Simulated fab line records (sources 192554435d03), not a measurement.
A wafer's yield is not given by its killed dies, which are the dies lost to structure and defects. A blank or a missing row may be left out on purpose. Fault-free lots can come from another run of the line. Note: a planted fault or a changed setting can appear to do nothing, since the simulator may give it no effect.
Lot-split experiment | flow n5_finfet | 21 wafers read across 7 lots, on a route 1938 steps long

## ON THE SPLIT
At N5_BEOL_M4_DESCUM_33 (chemistry O2, time 7 s), the setting time_s was moved away from the recipe's 7 s on 7 of the 21 wafers read, by -21.5% to +20.7%. The other wafers ran this setting at the recipe's value.

## FROM THE SPLIT TO THE READING: what the file shows between them, 3 steps
- N5_BEOL_M4_ETCH_77: etches underlayer in N2/H2, target depth 6.5 nm, time 5.2 s
- N5_BEOL_M4_ETCH_69: etches SiARC in CF4, target depth 15.6 nm, time 26 s
- N5_BEOL_M4_ALD_98: deposits SiO2, target thk 2.5 nm, pulse time 1 s, co reactant pulse time 1 s

## THE READING
CAR-EUV_of_BEOL_M4_COAT_22.thk_nm (the simulator's own value, which no gauge read), in nm, at N5_BEOL_M4_ETCHBACK_99 (etches SiO2 in CHF3, target depth 5 nm, time 10.4 s). The file gives no usual value for it. Average 10.4 nm, standard deviation 0.11 nm, over the 14 wafers here run with the recipe.

wafer  | tool, chamber at the split | time_s as run, s | against the recipe | CAR-EUV_of_BEOL_M4_COAT_22.thk_nm, nm | against lot-mates on the recipe
L083.2 | rie_diel-01, 2,1           | 7                | recipe             | 10.4                                  | -
L083.3 | rie_diel-01, 2,1           | 7                | recipe             | 10.2                                  | -
L083.4 | rie_diel-01, 0             | 7.624            | +8.9%              | 10                                    | -0.3
L086.2 | rie_diel-03, 2             | 7                | recipe             | 10.4                                  | -
L086.3 | rie_diel-03, 3,2           | 7                | recipe             | 10.4                                  | -
L086.6 | rie_diel-03, 3,2           | 7                | recipe             | 10.4                                  | -
L088.2 | rie_diel-03, 0             | 7                | recipe             | 10.6                                  | -
L088.3 | rie_diel-03, 1,2           | 5.497            | -21.5%             | 11.4                                  | +0.8
L088.6 | rie_diel-03, 1,2           | 5.497            | -21.5%             | 11.4                                  | +0.8
L090.4 | rie_diel-01, 1             | 7                | recipe             | 10.2                                  | -
L090.5 | rie_diel-01, 2,3           | 8.447            | +20.7%             | 9.6                                   | -0.6
L090.6 | rie_diel-01, 2,3           | 8.447            | +20.7%             | 9.8                                   | -0.4
L092.2 | rie_diel-01, 3             | 7                | recipe             | 10.4                                  | -
L092.3 | rie_diel-01, 1,0           | 7                | recipe             | 10.4                                  | -
L092.5 | rie_diel-01, 1,0           | 7                | recipe             | 10.4                                  | -
L094.1 | rie_diel-01, 0,2,3         | 7                | recipe             | 10.6                                  | -
L094.2 | rie_diel-01, 0,2,3         | 7                | recipe             | 10.4                                  | -
L094.3 | rie_diel-01, 0,2,3         | 7                | recipe             | 10.4                                  | -
L096.3 | rie_diel-06, 0,3           | 7.523            | +7.5%              | 10                                    | -0.4
L096.4 | rie_diel-06, 0,3           | 7.523            | +7.5%              | 10.2                                  | -0.2
L096.5 | rie_diel-06, 3             | 7                | recipe             | 10.4                                  | -
Rows listing several chambers each stand for several wafers; the file does not say which wafer went through which chamber.

FIT RESULTS
A straight line over all 21 wafers: CAR-EUV_of_BEOL_M4_COAT_22.thk_nm changes by -0.0409 nm for each +1% of time_s; r = -0.96; the points scatter about the line by 0.12 nm.
The same after taking each lot's own level away (the mean of its wafers on the recipe; 21 wafers): -0.0318 nm for each +1%; r = -0.96; scatter 0.093 nm.
The reading moves by 0.68 nm for the largest change in time_s, on that fit.
The lots' own levels span 10.20 to 10.60 nm, that is 3.7 times the standard deviation above.
So the lot-to-lot level changes the slope: the two fits differ.
Check: for one of the wafers moved furthest among these (-21.5%), held out of the fit, the line's prediction against its lot-mates is +0.659 nm. It came out at +0.8 nm against them.

## OTHER SPLITS APPLIED TO THESE WAFERS
These wafers also went through other splits before the reading. Each is held against what the fit with the lots' levels taken away leaves over:
other split on the same wafers | wafers away from the commonest value | r with CAR-EUV_of_BEOL_M4_COAT_22.thk_nm (lot level and that fit taken away)
N5_BEOL_M2_DESCUM_33 time_s    | 6                                    | -0.22
N5_BEOL_M3_PECVD_72 time_s     | 9                                    | -0.29
N5_BEOL_M3_COAT_62 spin_rpm    | 6                                    | +0.12
N5_BEOL_M4_COAT_05 spin_rpm    | 8                                    | +0.42
N5_BEOL_M4_COAT_67 spin_rpm    | 4                                    | +0.05

## THE WHOLE CHAIN: every reading that the file lists as answering this split, in the file's order
step                   | what it does                                                | reading                                                                            | change (the file's fit)                | r (the file's)
N5_BEOL_M4_DESCUM_33   | chemistry O2, time 7 s                                      | CAR-EUV_of_BEOL_M4_COAT_22.thk_nm (the simulator's own value, which no gauge read) | -0.0338 nm for each +1% of the setting | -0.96
N5_BEOL_M4_ETCH_77     | etches underlayer in N2/H2, target depth 6.5 nm, time 5.2 s | CAR-EUV_of_BEOL_M4_COAT_22.thk_nm (the simulator's own value, which no gauge read) | -0.0328 nm for each +1% of the setting | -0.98
N5_BEOL_M4_ETCHBACK_99 | etches SiO2 in CHF3, target depth 5 nm, time 10.4 s         | CAR-EUV_of_BEOL_M4_COAT_22.thk_nm (the simulator's own value, which no gauge read) | -0.0317 nm for each +1% of the setting | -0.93

## FILE'S OWN FIT
CAR-EUV_of_BEOL_M4_COAT_22.thk_nm changes by -0.0317 nm for each +1% of time_s, r = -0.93.
